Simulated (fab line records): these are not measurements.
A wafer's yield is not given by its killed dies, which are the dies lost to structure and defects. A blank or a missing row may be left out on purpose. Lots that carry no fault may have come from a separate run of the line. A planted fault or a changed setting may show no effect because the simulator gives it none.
fab line records / flow n5-finfet
record: lots: 7 wafers: 21
route steps=1938 shown MIM_BOT_ETCH@1866 PASS1_CAP@1874 PASSIVATION@1929
start-h: hours from the record's first day to the start of the lot's first wafer shown / wait-h: hours elapsed since this lot's preceding step / " repeats the value in the row above / L1.1+2: a row that stands for several wafers / - value missing, or start not given / * or withheld: withheld / < > ~ a bound
route shown NAME@n: NAME is a module with steps in the file, n the number in the route of the first one / usual: mean/standard deviation taken from wafers without a fault / same: alike in all rows / chamber/n: place in a boat / sites: the reading at each site / _std_site: the standard deviation of these / _edge_site: mean of outer sites minus mean of inner sites / radius-mm: how far each site lies from the wafer's centre / mask NAME#n: copy n / behind: the tool/chamber that last shaped the wafer / hold: cause of the lot's hold/its duration in hours/its outcome / device: which transistor (n, p or np) failed to switch / end of line: tests run on the same wafers once the route is complete / where a step has no rows: the recipe by itself / killed: count of dies lost to structure and defects at first sort (not the wafer's yield) / map: a wafer's dies, x killed, . not, _ none there
set.NAME: setting as actually run; set.NAME@STEP: the setting as run at that earlier step / model.NAME: the simulator's own value behind a step, which no gauge read
lots whose settings were changed on purpose; a table a step, a row a wafer
== steps ==
step: N5_MIM_BOT_ETCH_ETCH_04
recipe: chemistry: CF4/O2 target: SiNx target-depth-a: 260 time-s: 13 ion-energy-ev: 100 pressure-mtorr: 40 source-w: 535 bias-w: 49 Ar_flow_sccm: 100 cf4-flow-sccm: 100 O2_flow_sccm: 10
lot.wafer=L080.2 tool=rie-diel-04 chamber=2 start-h=308.69 wait-h=0.0 set.time-s=13 model.etch.depth-nm=25.71
lot.wafer=L080.3 tool=rie-diel-04 chamber=1 start-h=308.69 wait-h=0.0 set.time-s=13 model.etch.depth-nm=26.37
lot.wafer=L080.5 tool=rie-diel-04 chamber=3 start-h=308.69 wait-h=0.0 set.time-s=13 model.etch.depth-nm=27.17
lot.wafer=L081.1 tool=rie-diel-06 chamber=1 start-h=310.67 wait-h=0.0 set.time-s=13 model.etch.depth-nm=27.57
lot.wafer=L081.3 tool=rie-diel-06 chamber=2 start-h=310.67 wait-h=0.0 set.time-s=13 model.etch.depth-nm=26.3
lot.wafer=L081.4 tool=rie-diel-06 chamber=2 start-h=310.67 wait-h=0.0 set.time-s=13 model.etch.depth-nm=26.27
lot.wafer=L082.1 tool=rie-diel-05 chamber=2 start-h=323.10 wait-h=0.0 set.time-s=13 model.etch.depth-nm=26.13
lot.wafer=L082.3 tool=rie-diel-05 chamber=1 start-h=323.10 wait-h=0.0 set.time-s=14.29 model.etch.depth-nm=28.91
lot.wafer=L082.4 tool=rie-diel-05 chamber=3 start-h=323.10 wait-h=0.0 set.time-s=13 model.etch.depth-nm=27.22
lot.wafer=L083.1 tool=rie-diel-06 chamber=3 start-h=333.61 wait-h=0.0 set.time-s=13 model.etch.depth-nm=26.44
lot.wafer=L083.4 tool=rie-diel-06 chamber=2 start-h=333.61 wait-h=0.0 set.time-s=13 model.etch.depth-nm=25.81
lot.wafer=L083.6 tool=rie-diel-06 chamber=1 start-h=333.61 wait-h=0.0 set.time-s=13 model.etch.depth-nm=27.2
lot.wafer=L088.3 tool=rie-diel-06 chamber=1 start-h=361.52 wait-h=0.0 set.time-s=13 model.etch.depth-nm=27.12
lot.wafer=L088.4 tool=rie-diel-06 chamber=0 start-h=361.52 wait-h=0.0 set.time-s=13 model.etch.depth-nm=25.77
lot.wafer=L088.5 tool=rie-diel-06 chamber=3 start-h=361.52 wait-h=0.0 set.time-s=14.94 model.etch.depth-nm=30.55
lot.wafer=L094.1 tool=rie-diel-04 chamber=2 start-h=414.75 wait-h=0.0 set.time-s=13 model.etch.depth-nm=25.8
lot.wafer=L094.2 tool=rie-diel-04 chamber=0 start-h=414.75 wait-h=0.0 set.time-s=10.97 model.etch.depth-nm=22.67
lot.wafer=L094.5 tool=rie-diel-04 chamber=0 start-h=414.75 wait-h=0.0 set.time-s=13 model.etch.depth-nm=27.1
lot.wafer=L093.2 tool=rie-diel-05 chamber=3 start-h=414.80 wait-h=0.0 set.time-s=13 model.etch.depth-nm=26.52
lot.wafer=L093.4 tool=rie-diel-05 chamber=3 start-h=414.80 wait-h=0.0 set.time-s=14.66 model.etch.depth-nm=30.2
lot.wafer=L093.5 tool=rie-diel-05 chamber=2 start-h=414.80 wait-h=0.0 set.time-s=14.66 model.etch.depth-nm=29.47
step: N5_PASSIVATION_PECVD_01
recipe: material: SiNx target-thk-a: 2000 temp-c: 400 precursor: SiH4/NH3/N2 pressure-torr: 4.9 rf-w: 1406 time-s: 43.2
lot.wafer=L080.2 tool=pecvd-02 chamber=0 start-h=309.60 wait-h=0.0 set.time-s=41.52 model.SiNx_of_PASSIVATION_PECVD_01.thk-nm=191.2
lot.wafer=L080.3 tool=pecvd-02 chamber=2 start-h=309.60 wait-h=0.0 set.time-s=43.2 model.SiNx_of_PASSIVATION_PECVD_01.thk-nm=199.6
lot.wafer=L080.5 tool=pecvd-02 chamber=2 start-h=309.60 wait-h=0.0 set.time-s=41.52 model.SiNx_of_PASSIVATION_PECVD_01.thk-nm=196.8
lot.wafer=L081.1 tool=pecvd-01 chamber=1 start-h=311.52 wait-h=0.0 set.time-s=43.2 model.SiNx_of_PASSIVATION_PECVD_01.thk-nm=191.4
lot.wafer=L081.3 tool=pecvd-01 chamber=2 start-h=311.52 wait-h=0.0 set.time-s=43.2 model.SiNx_of_PASSIVATION_PECVD_01.thk-nm=196.6
lot.wafer=L081.4 tool=pecvd-01 chamber=0 start-h=311.52 wait-h=0.0 set.time-s=43.2 model.SiNx_of_PASSIVATION_PECVD_01.thk-nm=197.4
lot.wafer=L082.1 tool=pecvd-02 chamber=0 start-h=324.17 wait-h=0.0 set.time-s=43.2 model.SiNx_of_PASSIVATION_PECVD_01.thk-nm=202.6
lot.wafer=L082.3 tool=pecvd-02 chamber=2 start-h=324.17 wait-h=0.0 set.time-s=43.2 model.SiNx_of_PASSIVATION_PECVD_01.thk-nm=199.6
lot.wafer=L082.4 tool=pecvd-02 chamber=2 start-h=324.17 wait-h=0.0 set.time-s=43.2 model.SiNx_of_PASSIVATION_PECVD_01.thk-nm=204.6
lot.wafer=L083.1 tool=pecvd-02 chamber=1 start-h=334.46 wait-h=0.0 set.time-s=43.2 model.SiNx_of_PASSIVATION_PECVD_01.thk-nm=196.8
lot.wafer=L083.4 tool=pecvd-02 chamber=1 start-h=334.46 wait-h=0.0 set.time-s=43.2 model.SiNx_of_PASSIVATION_PECVD_01.thk-nm=201.8
lot.wafer=L083.6 tool=pecvd-02 chamber=2 start-h=334.46 wait-h=0.0 set.time-s=43.2 model.SiNx_of_PASSIVATION_PECVD_01.thk-nm=202.6
lot.wafer=L088.3 tool=pecvd-02 chamber=0 start-h=362.39 wait-h=0.0 set.time-s=47.38 model.SiNx_of_PASSIVATION_PECVD_01.thk-nm=216.8
lot.wafer=L088.4 tool=pecvd-02 chamber=2 start-h=362.39 wait-h=0.0 set.time-s=43.2 model.SiNx_of_PASSIVATION_PECVD_01.thk-nm=201.4
lot.wafer=L088.5 tool=pecvd-02 chamber=0 start-h=362.39 wait-h=0.0 set.time-s=43.2 model.SiNx_of_PASSIVATION_PECVD_01.thk-nm=201.2
lot.wafer=L094.1 tool=pecvd-02 chamber=2 start-h=415.83 wait-h=0.0 set.time-s=43.2 model.SiNx_of_PASSIVATION_PECVD_01.thk-nm=197.6
lot.wafer=L094.2+5 tool=pecvd-02 chamber=0,1 start-h=415.83 wait-h=0.0 set.time-s=43.2 model.SiNx_of_PASSIVATION_PECVD_01.thk-nm=198
lot.wafer=L093.2 tool=pecvd-01 chamber=2 start-h=415.84 wait-h=0.0 set.time-s=47.99 model.SiNx_of_PASSIVATION_PECVD_01.thk-nm=220.6
lot.wafer=L093.4 tool=pecvd-01 chamber=0 start-h=415.84 wait-h=0.0 set.time-s=43.2 model.SiNx_of_PASSIVATION_PECVD_01.thk-nm=202.6
lot.wafer=L093.5 tool=pecvd-01 chamber=2 start-h=415.84 wait-h=0.0 set.time-s=43.2 model.SiNx_of_PASSIVATION_PECVD_01.thk-nm=199.4
step: N5_PASSIVATION_PASS_ETCH_47
recipe: chemistry: CF4/O2 target: SiNx target-depth-a: 7700 time-s: 385 ion-energy-ev: 100 pressure-mtorr: 40 source-w: 535 bias-w: 49 Ar_flow_sccm: 100 cf4-flow-sccm: 100 O2_flow_sccm: 10
lot.wafer=L080.2 tool=rie-diel-05 chamber=3 start-h=316.35 wait-h=0.0 set.source-w=535 model.etch.depth-nm=806.2
lot.wafer=L080.3 tool=rie-diel-05 chamber=1 start-h=316.35 wait-h=0.0 set.source-w=535 model.etch.depth-nm=792.1
lot.wafer=L080.5 tool=rie-diel-05 chamber=2 start-h=316.35 wait-h=0.0 set.source-w=482.5 model.etch.depth-nm=709.6
lot.wafer=L081.1 tool=rie-diel-04 chamber=3 start-h=317.35 wait-h=0.0 set.source-w=535 model.etch.depth-nm=799.4
lot.wafer=L081.3 tool=rie-diel-04 chamber=2 start-h=317.35 wait-h=0.0 set.source-w=535 model.etch.depth-nm=771.6
lot.wafer=L081.4 tool=rie-diel-04 chamber=0 start-h=317.35 wait-h=0.0 set.source-w=535 model.etch.depth-nm=792.8
lot.wafer=L082.1 tool=rie-diel-04 chamber=2 start-h=329.19 wait-h=0.0 set.source-w=535 model.etch.depth-nm=769.2
lot.wafer=L082.3 tool=rie-diel-04 chamber=1 start-h=329.19 wait-h=0.0 set.source-w=535 model.etch.depth-nm=792.5
lot.wafer=L082.4 tool=rie-diel-04 chamber=0 start-h=329.19 wait-h=0.0 set.source-w=535 model.etch.depth-nm=789
lot.wafer=L083.1 tool=rie-diel-06 chamber=0 start-h=340.20 wait-h=0.0 set.source-w=535 model.etch.depth-nm=766.2
lot.wafer=L083.4 tool=rie-diel-06 chamber=1 start-h=340.20 wait-h=0.0 set.source-w=441.1 model.etch.depth-nm=678.8
lot.wafer=L083.6 tool=rie-diel-06 chamber=1 start-h=340.20 wait-h=0.0 set.source-w=441.1 model.etch.depth-nm=676
lot.wafer=L088.3 tool=rie-diel-04 chamber=2 start-h=367.54 wait-h=0.0 set.source-w=535 model.etch.depth-nm=762.9
lot.wafer=L088.4 tool=rie-diel-04 chamber=3 start-h=367.54 wait-h=0.0 set.source-w=625.9 model.etch.depth-nm=916.4
lot.wafer=L088.5 tool=rie-diel-04 chamber=3 start-h=367.54 wait-h=0.0 set.source-w=535 model.etch.depth-nm=787.6
lot.wafer=L093.2 tool=rie-diel-04 chamber=3 start-h=422.28 wait-h=0.0 set.source-w=535 model.etch.depth-nm=807.1
lot.wafer=L093.4 tool=rie-diel-04 chamber=2 start-h=422.28 wait-h=0.0 set.source-w=615.5 model.etch.depth-nm=856.9
lot.wafer=L093.5 tool=rie-diel-04 chamber=0 start-h=422.28 wait-h=0.0 set.source-w=535 model.etch.depth-nm=795.2
lot.wafer=L094.1 tool=rie-diel-06 chamber=1 start-h=422.61 wait-h=0.0 set.source-w=535 model.etch.depth-nm=814.1
lot.wafer=L094.2 tool=rie-diel-06 chamber=3 start-h=422.61 wait-h=0.0 set.source-w=535 model.etch.depth-nm=788.9
lot.wafer=L094.5 tool=rie-diel-06 chamber=1 start-h=422.61 wait-h=0.0 set.source-w=535 model.etch.depth-nm=803.6
== key ==
split: step: N5_MIM_BOT_ETCH_ETCH_04 setting: time-s stated: 13 by: wafer
response: step: N5_MIM_BOT_ETCH_ETCH_04 reading: model.etch.depth-nm change: +0.254 per: 1% r: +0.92
split: step: N5_PASSIVATION_PECVD_01 setting: time-s stated: 43.2 by: wafer
response: step: N5_PASSIVATION_PECVD_01 reading: model.SiNx_of_PASSIVATION_PECVD_01.thk-nm change: +1.68 per: 1% r: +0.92
split: step: N5_PASSIVATION_PASS_ETCH_47 setting: source-w stated: 535 by: wafer
response: step: N5_PASSIVATION_PASS_ETCH_47 reading: model.etch.depth-nm change: +6.17 per: 1% r: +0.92
